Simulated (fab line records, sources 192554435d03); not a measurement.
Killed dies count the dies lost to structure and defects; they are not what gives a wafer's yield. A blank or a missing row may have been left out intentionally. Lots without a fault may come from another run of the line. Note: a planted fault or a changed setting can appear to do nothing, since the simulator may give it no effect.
fab line records	flow n5-finfet
record: lots: 24	wafers: 72	last-day: 18
route steps=1938 shown BEOL_M12@1639 BEOL_M13@1689 BEOL_M14@1728
lots that met no fault: taken from a fault-free run of the same line
start-h: hours from the record's first day to the start of the lot's first wafer shown	wait-h: hours since the lot's step before	" the same as in the row above	L1.1+2: a row that stands for several wafers	- no value, or no start given	* or withheld: withheld	< > ~ a bound
route shown NAME@n: a module of which the file shows steps, and the number in the route of the first	usual: mean/standard deviation taken from wafers without a fault	same: alike in all rows	chamber/n: place in a boat	sites: each site's reading	_std_site: their standard deviation	_edge_site: inner sites' mean taken away from outer sites' mean	radius-mm: how far each site lies from the wafer's centre	mask NAME#n: copy n	behind: the tool/chamber that last shaped the wafer	hold: why the lot was held/for how many hours/how that ended	device: which transistor (n, p or np) failed to switch	end of line: tests of these same wafers at the route's end	step lacking rows: just its recipe	killed: the dies lost at the first sort to structure and to defects; this is not the yield of the wafer	map: shows each die of a wafer: x if killed, . if not, _ if none is there
set.NAME: setting as actually run; set.NAME@STEP: the setting as run at that earlier step	model.NAME: the simulator's own value behind a step, which no gauge read
a sample of lots followed through the steps of the route, with each step as a table and each wafer as a row
services: from which hour (start-h, from the record's first day; less than 0 if before it) a tool's chamber was out of use, for how many hours, and why
== steps ==
step: N5_BEOL_M12_TRENCH_ETCH_34
recipe: chemistry: C4F8/O2/Ar	target: SiOC	target-depth-a: 3189.5	mask-material: SOC	pressure-mtorr: 30	source-w: 3000	bias-w: 700	Ar_flow_sccm: 400	C4F8_flow_sccm: 15	O2_flow_sccm: 8	he-inner-torr: 15	he-outer-torr: 30	time-s: 125.5	ion-energy-ev: 250
usual: drypump-motor-current-A: 5.8/0.49	he-inner-torr: 14.999/0.029	oes-product-au: 0.80/0.089	rf-vpp-V: 666/3.5	showerhead-plenum-p-Torr: 3.45/0.12	throttle-valve-pct: 24.13/0.25
lot.wafer	tool	chamber	start-h	wait-h	drypump-motor-current-A	he-inner-torr	oes-product-au	rf-hours-counter-h	rf-vpp-V	showerhead-plenum-p-Torr	throttle-valve-pct
L074.3	rie-diel-05	3	230.02	0.0	4.9	15.008	0.68	214	668	3.51	24.21
L074.4	"	2	"	"	5.5	14.988	0.88	28	670	3.61	24.03
L074.5	"	1	"	"	5.2	14.964	0.81	-	666	3.44	24.47
L076.1	rie-diel-06	1	248.13	0.0	5.9	15.002	0.91	25	672	3.62	24.45
L076.3	"	2	"	"	5.1	14.979	0.70	211	661	3.25	24.52
L076.4	"	1	"	"	5.9	15.018	0.91	-	672	3.62	24.48
L075.1	rie-diel-05	2	249.32	0.0	5.5	15.052	0.85	36	669	3.61	24.07
L075.3	"	0	"	"	5.9	15.033	0.87	51	664	3.33	23.83
L075.6	"	0	"	"	5.9	15.042	0.87	-	664	3.33	23.83
L079.1	rie-diel-06	2	259.95	0.0	5.1	14.970	0.69	218	661	3.25	24.55
L079.4	"	2	"	"	5.1	14.965	0.70	-	661	3.25	24.55
L079.6	"	1	"	"	5.9	14.989	0.91	-	671	3.61	24.50
L077.1	rie-diel-05	2	264.94	0.0	5.6	14.991	0.86	40	672	3.61	24.05
L077.3	"	0	"	"	5.9	15.047	0.86	56	663	3.33	23.82
L077.6	"	0	"	"	5.9	15.038	0.86	-	662	3.33	23.84
L078.1	rie-diel-02	3	267.34	0.0	5.7	14.998	0.94	9	664	3.35	23.88
L078.4	"	0	"	"	6.4	14.963	0.72	205	666	3.39	23.98
L078.5	"	2	"	"	5.9	15.000	0.70	-	669	3.50	24.08
L080.1	rie-diel-06	2	272.80	0.0	5.1	14.980	0.69	224	660	3.24	24.56
L080.3	"	0	"	"	5.9	14.959	0.97	1	663	3.35	24.21
L080.5	"	2	"	"	5.1	15.001	0.69	-	661	3.24	24.57
L081.1	rie-diel-02	0	283.04	0.0	6.4	15.036	0.71	211	664	3.38	23.97
L081.2	"	3	"	"	5.7	15.031	0.93	16	664	3.35	23.90
L081.5	"	1	"	"	6.6	15.009	0.79	-	669	3.55	23.87
L082.1	rie-diel-06	3	290.58	0.0	5.7	14.954	0.82	81	672	3.59	24.12
L082.5	"	1	"	"	5.9	14.972	0.87	-	672	3.61	24.49
L082.6	"	2	"	"	5.1	15.044	0.68	-	660	3.24	24.56
L083.4	rie-diel-05	0	296.71	0.0	5.9	15.012	0.86	67	663	3.32	23.85
L083.5	"	2	"	"	5.6	14.970	0.84	-	671	3.60	24.06
L083.6	"	1	"	"	5.2	14.955	0.78	-	666	3.43	24.50
L084.2	rie-diel-05	1	308.00	0.0	5.2	15.006	0.78	121	666	3.43	24.50
L084.4	"	1	"	"	5.2	15.002	0.77	-	666	3.43	24.50
L084.5	"	3	"	"	4.9	14.995	0.67	-	668	3.50	24.24
L086.1	rie-diel-02	1	310.19	0.0	6.6	14.953	0.77	125	670	3.55	23.89
L086.2	"	0	"	"	6.4	15.041	0.71	221	664	3.38	24.00
L086.3	"	3	"	"	5.8	15.018	0.91	25	663	3.34	23.90
L085.2	rie-diel-02	0	317.70	0.0	6.4	14.999	0.70	223	664	3.38	23.98
L085.4	"	1	"	"	6.6	15.026	0.77	128	668	3.55	23.89
L085.6	"	3	"	"	5.8	14.998	0.90	-	663	3.34	23.91
L088.1	rie-diel-06	0	318.17	0.0	5.8	14.996	0.89	19	664	3.34	24.24
L088.4	"	0	"	"	5.8	14.941	0.90	-	664	3.34	24.23
L088.6	"	1	"	"	5.9	15.025	0.86	-	670	3.60	24.51
L087.1	rie-diel-06	1	319.17	0.0	5.9	14.990	0.86	56	670	3.60	24.51
L087.2	"	2	"	"	5.1	15.008	0.67	242	659	3.24	24.58
L087.6	"	0	"	"	5.9	14.991	0.90	-	664	3.34	24.25
L090.3	rie-diel-02	0	335.57	0.0	6.4	15.065	0.70	230	664	3.37	24.00
L090.4	"	1	"	"	6.6	14.957	0.76	134	670	3.54	23.90
L090.5	"	3	"	"	5.8	14.996	0.89	-	664	3.34	23.91
L089.2	rie-diel-05	0	336.48	0.0	5.9	15.024	0.82	79	663	3.31	23.87
L089.3	"	2	"	"	5.5	15.031	0.81	69	670	3.59	24.10
L089.5	"	2	"	"	5.6	15.023	0.81	-	671	3.59	24.07
L091.2	rie-diel-02	1	345.31	0.0	6.6	14.993	0.76	138	669	3.54	23.91
L091.4	"	1	"	"	6.5	14.973	0.76	-	668	3.54	23.90
L091.6	"	3	"	"	5.8	15.006	0.88	-	664	3.34	23.92
L092.2	rie-diel-02	3	346.66	0.0	5.7	14.998	0.87	40	663	3.34	23.92
L092.3	"	1	"	"	6.6	14.984	0.76	139	669	3.54	23.92
L092.5	"	1	"	"	6.6	14.954	0.76	-	668	3.54	23.90
L093.1	rie-diel-02	0	352.11	0.0	6.4	15.023	0.69	239	663	3.37	24.01
L093.4	"	0	"	"	6.4	14.967	0.69	-	663	3.37	24.03
L093.6	"	1	"	"	6.6	14.980	0.76	-	670	3.54	23.92
L094.1	rie-diel-02	3	355.28	0.0	5.7	14.994	0.87	46	663	3.33	23.94
L094.3	"	0	"	"	6.4	14.982	0.68	241	664	3.37	24.00
L094.4	"	0	"	"	6.4	14.990	0.69	-	662	3.37	24.01
L096.3	rie-diel-02	1	372.23	0.0	6.6	15.022	0.74	150	670	3.54	23.92
L096.4	"	0	"	"	6.4	14.983	0.68	247	664	3.37	24.03
L096.5	"	1	"	"	6.5	15.001	0.74	-	670	3.54	23.92
L095.2	rie-diel-06	0	372.53	0.0	5.8	14.969	0.86	42	661	3.33	24.27
L095.3	"	2	"	"	5.1	15.017	0.99	1	673	3.63	24.27
L095.4	"	3	"	"	5.8	15.046	0.79	108	670	3.57	24.15
L097.2	rie-diel-02	1	381.95	0.0	6.6	15.062	0.74	154	669	3.53	23.92
L097.3	"	3	"	"	5.8	14.988	0.85	55	665	3.33	23.93
L097.4	"	3	"	"	5.8	15.011	0.85	-	663	3.33	23.95
step: N5_BEOL_M12_PRE_CLEAN_42
recipe: gas: H2/He	time-s: 30	temp-c: 250
usual: heater-power-w: 317/28
lot.wafer	tool	chamber	start-h	wait-h	heater-power-w
L074.3	pvd-sputter-01	-	230.71	0.0	325
L074.4	"	-	"	"	319
L074.5	"	-	"	"	323
L075.1	pvd-sputter-01	-	252.43	0.0	267
L075.3	"	-	"	"	348
L075.6	"	-	"	"	272
L076.1	pvd-sputter-01	-	253.25	0.0	346
L076.3	"	-	"	"	328
L076.4	"	-	"	"	281
L079.1	pvd-sputter-03	-	262.11	0.0	349
L079.4	"	-	"	"	296
L079.6	"	-	"	"	289
L077.1	pvd-sputter-02	-	265.65	0.0	370
L077.3	"	-	"	"	281
L077.6	"	-	"	"	330
L078.1	pvd-sputter-02	-	269.81	0.0	284
L078.4	"	-	"	"	324
L078.5	"	-	"	"	319
L080.1	pvd-sputter-03	-	274.62	0.0	278
L080.3	"	-	"	"	294
L080.5	"	-	"	"	288
L081.1	pvd-sputter-03	-	287.19	0.0	333
L081.2	"	-	"	"	312
L081.5	"	-	"	"	314
L082.1	pvd-sputter-01	-	293.15	0.0	271
L082.5	"	-	"	"	352
L082.6	"	-	"	"	324
L083.4	pvd-sputter-01	-	300.05	0.0	349
L083.5	"	-	"	"	317
L083.6	"	-	"	"	273
L084.2	pvd-sputter-01	-	310.38	0.0	348
L084.4	"	-	"	"	272
L084.5	"	-	"	"	274
L086.1	pvd-sputter-02	-	311.79	0.0	334
L086.2	"	-	"	"	325
L086.3	"	-	"	"	381
L085.2	pvd-sputter-03	-	320.48	0.0	319
L085.4	"	-	"	"	340
L085.6	"	-	"	"	297
L088.1	pvd-sputter-01	-	323.09	0.0	326
L088.4	"	-	"	"	319
L088.6	"	-	"	"	321
L087.1	pvd-sputter-02	-	324.78	0.0	333
L087.2	"	-	"	"	368
L087.6	"	-	"	"	333
L090.3	pvd-sputter-01	-	338.39	0.0	342
L090.4	"	-	"	"	266
L090.5	"	-	"	"	330
L089.2	pvd-sputter-03	-	340.00	0.0	288
L089.3	"	-	"	"	314
L089.5	"	-	"	"	315
L091.2	pvd-sputter-03	-	347.81	0.0	304
L091.4	"	-	"	"	300
L091.6	"	-	"	"	313
L092.2	pvd-sputter-01	-	347.87	0.0	325
L092.3	"	-	"	"	273
L092.5	"	-	"	"	319
L093.1	pvd-sputter-01	-	358.53	0.0	309
L093.4	"	-	"	"	323
L093.6	"	-	"	"	280
L094.1	pvd-sputter-01	-	360.09	0.0	322
L094.3	"	-	"	"	349
L094.4	"	-	"	"	272
L096.3	pvd-sputter-03	-	380.39	0.0	338
L096.4	"	-	"	"	284
L096.5	"	-	"	"	288
L095.2	pvd-sputter-02	-	380.78	0.0	286
L095.3	"	-	"	"	339
L095.4	"	-	"	"	376
L097.2	pvd-sputter-01	-	385.78	0.0	282
L097.3	"	-	"	"	316
L097.4	"	-	"	"	317
step: N5_BEOL_M13_CD_MEAS_28
recipe: target-cd-nm: 209.5	landing-energy-ev: 500	detector: se-inlens
usual: cd-nm: 209.2/1.1
lot.wafer	tool	chamber	start-h	wait-h	cd-nm
L074.3	cd-sem-03	0	233.82	-	211.8
L074.4	"	0	"	"	209.9
L074.5	"	0	"	"	210.5
L075.1	cd-sem-03	0	255.16	-	209.3
L075.3	"	0	"	"	209.0
L075.6	"	0	"	"	209.4
L076.1	cd-sem-03	0	256.23	-	210.7
L076.3	"	0	"	"	210.6
L076.4	"	0	"	"	210.7
L079.1	cd-sem-02	0	264.74	-	210.4
L079.4	"	0	"	"	209.4
L079.6	"	0	"	"	210.1
L077.1	cd-sem-02	0	270.11	-	208.7
L077.3	"	0	"	"	209.7
L077.6	"	0	"	"	210.2
L078.1	cd-sem-01	0	272.78	-	212.0
L078.4	"	0	"	"	210.7
L078.5	"	0	"	"	210.1
L080.1	cd-sem-01	0	277.56	-	208.9
L080.3	"	0	"	"	209.3
L080.5	"	0	"	"	208.7
L081.1	cd-sem-02	0	290.00	-	210.1
L081.2	"	0	"	"	210.7
L081.5	"	0	"	"	211.3
L082.1	cd-sem-03	0	296.03	-	207.5
L082.5	"	0	"	"	207.3
L082.6	"	0	"	"	208.9
L083.4	cd-sem-01	0	302.70	-	209.3
L083.5	"	0	"	"	208.9
L083.6	"	0	"	"	209.4
L084.2	cd-sem-03	0	313.78	-	208.2
L084.4	"	0	"	"	207.6
L084.5	"	0	"	"	208.1
L086.1	cd-sem-03	0	314.44	-	207.0
L086.2	"	0	"	"	208.5
L086.3	"	0	"	"	208.3
L085.2	cd-sem-02	0	324.63	-	208.0
L085.4	"	0	"	"	208.1
L085.6	"	0	"	"	208.4
L088.1	cd-sem-01	0	325.79	-	209.3
L088.4	"	0	"	"	208.9
L088.6	"	0	"	"	208.3
L087.1	cd-sem-01	0	327.42	-	210.9
L087.2	"	0	"	"	210.7
L087.6	"	0	"	"	209.4
L090.3	cd-sem-03	0	341.50	-	207.3
L090.4	"	0	"	"	207.7
L090.5	"	0	"	"	208.6
L089.2	cd-sem-01	0	342.99	-	209.0
L089.3	"	0	"	"	207.9
L089.5	"	0	"	"	209.1
L091.2	cd-sem-03	0	350.83	-	209.6
L091.4	"	0	"	"	209.1
L091.6	"	0	"	"	210.5
L092.2	cd-sem-01	0	351.34	-	209.9
L092.3	"	0	"	"	209.3
L092.5	"	0	"	"	210.0
L093.1	cd-sem-01	0	362.38	-	209.7
L093.4	"	0	"	"	208.9
L093.6	"	0	"	"	209.1
L094.1	cd-sem-01	0	363.61	-	207.6
L094.3	"	0	"	"	208.5
L094.4	"	0	"	"	207.7
L096.3	cd-sem-01	0	383.16	-	208.5
L096.4	"	0	"	"	208.4
L096.5	"	0	"	"	208.8
L095.2	cd-sem-03	0	383.54	-	211.0
L095.3	"	0	"	"	210.1
L095.4	"	0	"	"	210.1
L097.2	cd-sem-01	0	389.42	-	209.7
L097.3	"	0	"	"	209.5
L097.4	"	0	"	"	208.3
step: N5_BEOL_M13_OCD_MEAS_35
usual: trench-depth-nm: 416/5
lot.wafer	tool	chamber	start-h	wait-h	trench-depth-nm
L074.3	ocd-02	-	234.49	0.0	416
L074.4	"	-	"	"	415
L074.5	"	-	"	"	421
L075.1	ocd-02	-	256.14	0.0	417
L075.3	"	-	"	"	421
L075.6	"	-	"	"	423
L076.1	ocd-02	-	256.90	0.0	413
L076.3	"	-	"	"	420
L076.4	"	-	"	"	420
L079.1	ocd-01	-	265.41	0.0	420
L079.4	"	-	"	"	421
L079.6	"	-	"	"	417
L077.1	ocd-02	-	270.77	0.0	408
L077.3	"	-	"	"	419
L077.6	"	-	"	"	419
L078.1	ocd-01	-	273.44	0.0	412
L078.4	"	-	"	"	418
L078.5	"	-	"	"	416
L080.1	ocd-01	-	278.23	0.0	422
L080.3	"	-	"	"	419
L080.5	"	-	"	"	423
L081.1	ocd-02	-	290.67	0.0	415
L081.2	"	-	"	"	413
L081.5	"	-	"	"	421
L082.1	ocd-02	-	296.70	0.0	406
L082.5	"	-	"	"	411
L082.6	"	-	"	"	409
L083.4	ocd-01	-	303.90	0.0	416
L083.5	"	-	"	"	421
L083.6	"	-	"	"	417
L084.2	ocd-02	-	314.47	0.0	415
L084.4	"	-	"	"	423
L084.5	"	-	"	"	422
L086.1	ocd-01	-	315.11	0.0	418
L086.2	"	-	"	"	410
L086.3	"	-	"	"	421
L085.2	ocd-01	-	325.35	0.0	422
L085.4	"	-	"	"	410
L085.6	"	-	"	"	411
L088.1	ocd-02	-	326.47	0.0	417
L088.4	"	-	"	"	409
L088.6	"	-	"	"	422
L087.1	ocd-02	-	328.12	0.0	416
L087.2	"	-	"	"	413
L087.6	"	-	"	"	414
L090.3	ocd-01	-	342.16	0.0	421
L090.4	"	-	"	"	422
L090.5	"	-	"	"	421
L089.2	ocd-01	-	343.66	0.0	415
L089.3	"	-	"	"	412
L089.5	"	-	"	"	418
L091.2	ocd-01	-	351.50	0.0	406
L091.4	"	-	"	"	415
L091.6	"	-	"	"	409
L092.2	ocd-01	-	352.04	0.0	408
L092.3	"	-	"	"	412
L092.5	"	-	"	"	423
L093.1	ocd-01	-	363.04	0.0	417
L093.4	"	-	"	"	415
L093.6	"	-	"	"	417
L094.1	ocd-02	-	364.28	0.0	414
L094.3	"	-	"	"	422
L094.4	"	-	"	"	427
L096.3	ocd-02	-	383.83	0.0	403
L096.4	"	-	"	"	415
L096.5	"	-	"	"	408
L095.2	ocd-01	-	384.49	0.0	408
L095.3	"	-	"	"	402
L095.4	"	-	"	"	406
L097.2	ocd-01	-	390.09	0.0	415
L097.3	"	-	"	"	409
L097.4	"	-	"	"	402
step: N5_BEOL_M13_RS_MEAS_54
recipe: thk-meas-gauge: four-point-probe	reads: Cu_of_BEOL_M13_ECD_47+Ta_of_BEOL_M13_SPUTTER_44+TaN_of_BEOL_M13_SPUTTER_43
usual: M13_RS: 0.0447/0.00057
lot.wafer	tool	chamber	start-h	wait-h	M13_RS[ohm/sq]
L074.3	film-metro-02	-	238.37	0.1	0.0447
L074.4	"	-	"	"	0.0452
L074.5	"	-	"	"	0.0444
L075.1	film-metro-01	-	267.23	0.0	0.0444
L075.3	"	-	"	"	0.0438
L075.6	"	-	"	"	0.0439
L076.1	film-metro-01	-	267.69	0.1	0.0449
L076.3	"	-	"	"	0.0440
L076.4	"	-	"	"	0.0440
L079.1	film-metro-01	-	269.61	0.0	0.0442
L079.4	"	-	"	"	0.0441
L079.6	"	-	"	"	0.0445
L077.1	film-metro-01	-	273.38	0.0	0.0456
L077.3	"	-	"	"	0.0444
L077.6	"	-	"	"	0.0443
L078.1	film-metro-02	-	279.41	0.0	0.0452
L078.4	"	-	"	"	0.0444
L078.5	"	-	"	"	0.0447
L080.1	film-metro-02	-	281.17	0.1	0.0440
L080.3	"	-	"	"	0.0442
L080.5	"	-	"	"	0.0439
L081.1	film-metro-02	-	294.87	0.0	0.0449
L081.2	"	-	"	"	0.0449
L081.5	"	-	"	"	0.0443
L082.1	film-metro-01	-	301.35	0.0	0.0458
L082.5	"	-	"	"	0.0453
L082.6	"	-	"	"	0.0454
L083.4	film-metro-02	-	307.45	0.0	0.0450
L083.5	"	-	"	"	0.0444
L083.6	"	-	"	"	0.0446
L084.2	film-metro-01	-	316.69	0.1	0.0447
L084.4	"	-	"	"	0.0439
L084.5	"	-	"	"	0.0439
L086.1	film-metro-01	-	317.71	0.0	0.0444
L086.2	"	-	"	"	0.0452
L086.3	"	-	"	"	0.0440
L085.2	film-metro-01	-	327.14	0.1	0.0441
L085.4	"	-	"	"	0.0453
L085.6	"	-	"	"	0.0450
L088.1	film-metro-02	-	329.61	0.0	0.0445
L088.4	"	-	"	"	0.0456
L088.6	"	-	"	"	0.0439
L087.1	film-metro-01	-	332.54	0.0	0.0446
L087.2	"	-	"	"	0.0449
L087.6	"	-	"	"	0.0448
L090.3	film-metro-02	-	346.24	0.1	0.0441
L090.4	"	-	"	"	0.0440
L090.5	"	-	"	"	0.0440
L089.2	film-metro-01	-	349.47	0.1	0.0446
L089.3	"	-	"	"	0.0452
L089.5	"	-	"	"	0.0444
L092.2	film-metro-01	-	356.04	0.1	0.0456
L092.3	"	-	"	"	0.0452
L092.5	"	-	"	"	0.0438
L091.2	film-metro-02	-	356.44	0.1	0.0458
L091.4	"	-	"	"	0.0449
L091.6	"	-	"	"	0.0455
L093.1	film-metro-02	-	365.71	0.0	0.0447
L093.4	"	-	"	"	0.0449
L093.6	"	-	"	"	0.0447
L094.1	film-metro-02	-	369.52	0.0	0.0449
L094.3	"	-	"	"	0.0439
L094.4	"	-	"	"	0.0436
L096.3	film-metro-01	-	387.74	0.1	0.0460
L096.4	"	-	"	"	0.0447
L096.5	"	-	"	"	0.0454
L095.2	film-metro-01	-	388.03	0.1	0.0454
L095.3	"	-	"	"	0.0462
L095.4	"	-	"	"	0.0457
L097.2	film-metro-01	-	394.07	0.1	0.0445
L097.3	"	-	"	"	0.0451
L097.4	"	-	"	"	0.0462
step: N5_BEOL_M14_INSPECT_12
recipe: mode: adi	inspect-instrument: macro
usual: raw-defect-count: 2.1/1.5
lot.wafer	tool	chamber	start-h	wait-h	raw-defect-count
L074.3	defect-inspect-02	-	239.11	0.0	1
L074.4	"	-	"	"	0
L074.5	"	-	"	"	4
L075.1	defect-inspect-02	-	267.96	0.0	1
L075.3	"	-	"	"	4
L075.6	"	-	"	"	3
L076.1	defect-inspect-02	-	268.43	0.0	4
L076.3	"	-	"	"	4
L076.4	"	-	"	"	3
L079.1	defect-inspect-01	-	270.35	0.0	4
L079.4	"	-	"	"	0
L079.6	"	-	"	"	2
L077.1	defect-inspect-01	-	274.12	0.0	2
L077.3	"	-	"	"	0
L077.6	"	-	"	"	1
L078.1	defect-inspect-01	-	280.02	0.0	2
L078.4	"	-	"	"	0
L078.5	"	-	"	"	2
L080.1	defect-inspect-02	-	281.86	0.0	1
L080.3	"	-	"	"	3
L080.5	"	-	"	"	1
L081.1	defect-inspect-01	-	295.60	0.0	2
L081.2	"	-	"	"	4
L081.5	"	-	"	"	4
L082.1	defect-inspect-02	-	301.96	0.0	4
L082.5	"	-	"	"	1
L082.6	"	-	"	"	3
L083.4	defect-inspect-01	-	308.06	0.0	0
L083.5	"	-	"	"	5
L083.6	"	-	"	"	3
L084.2	defect-inspect-02	-	317.43	0.0	0
L084.4	"	-	"	"	1
L084.5	"	-	"	"	0
L086.1	defect-inspect-02	-	318.45	0.0	3
L086.2	"	-	"	"	0
L086.3	"	-	"	"	1
L085.2	defect-inspect-02	-	327.88	0.0	5
L085.4	"	-	"	"	3
L085.6	"	-	"	"	2
L088.1	defect-inspect-02	-	330.22	0.0	0
L088.4	"	-	"	"	1
L088.6	"	-	"	"	3
L087.1	defect-inspect-01	-	333.15	0.0	3
L087.2	"	-	"	"	0
L087.6	"	-	"	"	2
L090.3	defect-inspect-02	-	346.86	0.0	0
L090.4	"	-	"	"	0
L090.5	"	-	"	"	2
L089.2	defect-inspect-01	-	350.21	0.0	2
L089.3	"	-	"	"	2
L089.5	"	-	"	"	4
L092.2	defect-inspect-02	-	356.78	0.0	2
L092.3	"	-	"	"	1
L092.5	"	-	"	"	1
L091.2	defect-inspect-02	-	357.06	0.0	0
L091.4	"	-	"	"	0
L091.6	"	-	"	"	2
L093.1	defect-inspect-01	-	366.45	0.0	5
L093.4	"	-	"	"	2
L093.6	"	-	"	"	6
L094.1	defect-inspect-02	-	370.26	0.0	3
L094.3	"	-	"	"	1
L094.4	"	-	"	"	1
L096.3	defect-inspect-01	-	388.48	0.0	2
L096.4	"	-	"	"	5
L096.5	"	-	"	"	2
L095.2	defect-inspect-01	-	388.64	0.0	1
L095.3	"	-	"	"	1
L095.4	"	-	"	"	3
L097.2	defect-inspect-02	-	394.76	0.0	6
L097.3	"	-	"	"	1
L097.4	"	-	"	"	3
== services ==
tool	chamber	start-h	hours	kind
rie-diel-02	3	221.54	-	clean
rie-diel-02	3	221.54	-	consumable-replace:focus-ring
rie-diel-06	0	247.37	-	clean
rie-diel-06	0	247.37	-	consumable-replace:focus-ring
rie-diel-06	0	247.37	23.0	scheduled-down
rie-diel-06	0	247.37	23.0	vent-cycle
rie-diel-05	0	304.59	5.7	repair
rie-diel-06	3	310.47	18.0	repair
rie-diel-02	2	339.53	-	clean
rie-diel-02	2	339.53	-	consumable-replace:focus-ring
rie-diel-02	2	339.53	21.4	scheduled-down
rie-diel-02	2	339.53	21.4	vent-cycle
rie-diel-06	2	342.28	-	clean
rie-diel-06	2	342.28	-	consumable-replace:focus-ring
rie-diel-06	2	342.28	-	consumable-replace:showerhead
rie-diel-06	2	342.28	28.4	scheduled-down
rie-diel-06	2	342.28	28.4	vent-cycle
pvd-sputter-01	-	352.67	1.6	repair
rie-diel-02	0	380.96	-	clean
rie-diel-02	0	380.96	-	consumable-replace:focus-ring
rie-diel-02	0	380.96	23.5	scheduled-down
rie-diel-02	0	380.96	23.5	vent-cycle
rie-diel-06	2	382.78	5.8	repair
rie-diel-05	0	383.06	16.6	repair
== key ==
fault none
